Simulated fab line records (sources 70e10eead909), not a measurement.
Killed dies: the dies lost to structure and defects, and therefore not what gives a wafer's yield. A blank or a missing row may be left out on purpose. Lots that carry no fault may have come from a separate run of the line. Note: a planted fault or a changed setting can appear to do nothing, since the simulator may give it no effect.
Comparing a struck lot with a sound one    flow nandHarc    18 out of 1302 route steps
Sound: these wafers, L755.1, L755.4, L755.6. Struck: wafers L760.1, L760.3, L760.4. The cause is named last.
Each step with rows lists, per side, the tool, then ch with its chambers, then its first start. Under that, the readings that differ: sound wafers    struck wafers    difference of the means    sigmas: that difference in standard deviations of wafers without a fault.
alike: same words and numbers on both sides, and readings whose means sit less than 2 such deviations apart. not compared: any withheld reading, any reading some wafer has no value for, any bound like >300 that may hide the same value, and any number with overlapping values for which the record gives no deviation.
The two part at a step that has a row with sigmas, a row that says differs or no value, or rows on one side only. Non-overlapping numbers with no deviation appear without sigmas and do not part them. A reading missing from all wafers of one side parts the sides only when that side holds two or more wafers.

NHARC_A_M1_INSPECT_11:
  sound on defectInspect-02, day 22 20:17; struck on defectInspect-01, day 24 16:44
  alike: rawDefectCount
then, 3 steps without rows for these wafers: NHARC_A_M1_DESCUM_14 (chemistry O2, time 3 s); NHARC_A_M1_ETCH_35 (etches the open film in N2/H2, target depth 40 nm, overetch 12 nm, time 43.94 s); NHARC_A_M1_ETCH_15 (etches the open film in C4F8/Ar, target depth 182.5 nm, time 91.2 s).
NHARC_A_M1_CD_MEAS_16:
  sound on cdSem-02, day 22 20:41; struck on cdSem-03, day 24 17:06
  alike: cdNm
NHARC_A_M1_STRIP_18: strips in N2/H2.
  sound on rieDiel-04 ch 0,3, day 22 20:47; struck on rieDiel-04 ch 0,1,3, day 24 17:11
  alike: drypumpMotorCurrentA, oesProductAu, powerW, rfVppV, showerheadPlenumPTorr, throttleValvePct
  not compared: rfHoursCounterH
NHARC_A_M1_ETCH_28: etches the open film in CF4/N2, target depth 30 nm, time 72.99 s.
  sound on rieDiel-04 ch 0,3; struck on rieDiel-04 ch 0,1,3
  alike: drypumpMotorCurrentA, oesProductAu, rfVppV, showerheadPlenumPTorr, throttleValvePct
  not compared: rfHoursCounterH
then, 1 step without rows for these wafers: NHARC_A_M1_STRIP_19 (strips in post etch residue remover, time 600 s).
NHARC_A_M1_DEGAS_29: time 60 s.
  sound on pvdSputter-01, day 22 21:26; struck on pvdSputter-03, day 24 17:50
  alike: heaterPowerW
NHARC_A_M1_PRE_CLEAN_30: time 30 s.
  sound on pvdSputter-01; struck on pvdSputter-03
  alike: heaterPowerW
then, 1 step without rows for these wafers: NHARC_A_M1_PVD_20 (deposits TaN, target thk 5 nm, time 8.06 s).
NHARC_A_M1_PVD_21: deposits Cu, target thk 30 nm, time 20.49 s.
  sound on pvdSputter-01; struck on pvdSputter-03
  alike: throttleValvePct
NHARC_A_M1_ECD_22: material Cu, target thk 400 nm.
  sound on ecdCu-01 ch 0, day 22 21:50; struck on ecdCu-02 ch 0,1, day 24 18:14
  no value came back on the struck wafers for bathHeatDutyPct (%), bathTempC (C); on the sound wafers bathHeatDutyPct (%) reads 5.8 6.1 5.6
then, 1 step without rows for these wafers: NHARC_A_M1_ANNEAL_31 (time 90 s).
NHARC_A_M1_CMP_23: polishes, t overpolish 20 s, target thk 154.34 nm.
  sound on cmp-01 ch 0,2, day 22 22:32; struck on cmp-02 ch 0,1,3, day 24 19:00
reading              sound           struck       difference  sigmas
timeToEndpointS (s)  24.8 29.0 28.7  4.8 1.7 3.9  -24.0       -10
  alike: edgeZonePressureFrac, motorCurrentA, retainingRingPressureFrac, slurryFilterDpKPa
NHARC_A_M1_THK_MEAS_24: measures by xrf.
  sound on filmMetro-02, day 22 22:49; struck on filmMetro-01, day 24 19:19
reading     sound              struck          difference  sigmas
thkNm (nm)  154.2 154.4 153.8  29.0 29.2 30.0  -124.7      -83
next, for these wafers, 1 step has no rows: NHARC_A_M1_SRD_25.
NHARC_END_SORT_01:
  at this point the record logs the struck wafers (prober-02 ch 0, day 26 01:37) and has no rows for the sound ones

## WHERE THEY PART
First at NHARC_A_M1_ECD_22; last, within this record, at NHARC_END_SORT_01.

WHY: the cause the simulator had injected
Beginning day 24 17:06, the whole step at NHARC_A_M1_ECD_22 was skipped on ecdCu-02. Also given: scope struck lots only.
